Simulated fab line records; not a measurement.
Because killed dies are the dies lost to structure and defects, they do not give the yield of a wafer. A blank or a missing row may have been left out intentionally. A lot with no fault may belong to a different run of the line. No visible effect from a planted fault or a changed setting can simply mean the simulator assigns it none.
Split-lot trial | flow n5Finfet | 21 wafers read across 7 lots, on a route 1938 steps long

SPLIT DETAILS
At N5_GATE_CUT_ALD_22 (deposits SiNx, target thk 16 nm, pulse time 1 s, ald cycles 320), the setting aldCycles was moved away from the recipe's 320 on 9 of the 21 wafers read, by -13.7% to +11.3%. This setting was run at the recipe's value on the other wafers.

The reading comes from the split's own step.

THE READING
SiNx_of_GATE_CUT_ALD_22.thkNm (the simulator's own value, which no gauge read), in nm, at N5_GATE_CUT_ALD_22 (deposits SiNx, target thk 16 nm, pulse time 1 s, ald cycles 320). No usual value for it is given in the file. Here, 12 wafers ran the recipe; their average is 16.0 nm with a standard deviation of 0.11 nm.

wafer  | tool, chamber at the split | aldCycles as run | against the recipe | SiNx_of_GATE_CUT_ALD_22.thkNm, nm | against lot-mates on the recipe
L076.1 | aldSin-04, 2,3             | 320              | recipe             | 16                                | -
L076.6 | aldSin-04, 2,3             | 320              | recipe             | 16                                | -
L076.4 | aldSin-04, 1               | 298              | -6.9%              | 15                                | -1.0
L079.2 | aldSin-04, 0,3             | 276              | -13.7%             | 13.8                              | -2.4
L079.6 | aldSin-04, 0,3             | 276              | -13.7%             | 13.8                              | -2.4
L079.3 | aldSin-04, 2               | 320              | recipe             | 16.2                              | -
L081.3 | aldSin-04, 0,3             | 307              | -4.1%              | 15.4                              | -0.4
L081.5 | aldSin-04, 0,3             | 307              | -4.1%              | 15.4                              | -0.4
L081.4 | aldSin-04, 3               | 320              | recipe             | 15.8                              | -
L083.1 | aldSin-02, 1               | 345              | +7.8%              | 17.4                              | +1.4
L083.3 | aldSin-02, 3,0             | 320              | recipe             | 16                                | -
L083.6 | aldSin-02, 3,0             | 320              | recipe             | 16                                | -
L086.1 | aldSin-01, 2,1             | 341              | +6.6%              | 17                                | +1.2
L086.3 | aldSin-01, 2,1             | 341              | +6.6%              | 17                                | +1.2
L086.2 | aldSin-01, 3               | 320              | recipe             | 15.8                              | -
L088.4 | aldSin-02, 2               | 320              | recipe             | 15.8                              | -
L088.5 | aldSin-02, 1,0             | 320              | recipe             | 16                                | -
L088.6 | aldSin-02, 1,0             | 320              | recipe             | 16                                | -
L089.1 | aldSin-04, 3,2             | 320              | recipe             | 16                                | -
L089.6 | aldSin-04, 3,2             | 320              | recipe             | 16                                | -
L089.2 | aldSin-04, 0               | 356              | +11.3%             | 17.8                              | +1.8
Where a row lists several chambers, the file gives one row for several wafers and doesn't say which wafer went through which chamber.

FIT RESULTS
A straight line over all 21 wafers: SiNx_of_GATE_CUT_ALD_22.thkNm changes by +0.159 nm for each +1% of aldCycles; r = +0.99; the points scatter about the line by 0.1 nm.
The same after taking each lot's own level away (the mean of its wafers on the recipe; 21 wafers): +0.169 nm for each +1%; r = +0.99; scatter 0.11 nm.
Per that fit: largest aldCycles move, reading shift of 2.3 nm.
The lots' own levels span 15.80 to 16.20 nm, that is 3.6 times the standard deviation above.
The two slopes agree, so the slope changes little with the lot-to-lot level.
Check: -2.24 nm against its lot-mates is what the line predicts for one of the wafers moved furthest among these (-13.7%) when that wafer is left out of the fit. It came out at -2.4 nm against them.

THE OTHER SPLITS THESE WAFERS WENT THROUGH
Other splits were also applied to these wafers ahead of the reading. Each is held against what the fit with the lots' levels taken away leaves over:
other split on the same wafers | wafers away from the commonest value | r with SiNx_of_GATE_CUT_ALD_22.thkNm (lot level and that fit taken away)
N5_SDB_COAT_03 spinRpm         | 6                                    | +0.14
N5_GATE_CUT_CUT_ETCH_53 icpW   | 9                                    | -0.21

FILE'S OWN FIT
SiNx_of_GATE_CUT_ALD_22.thkNm changes by +0.167 nm for each +1% of aldCycles, r = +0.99.
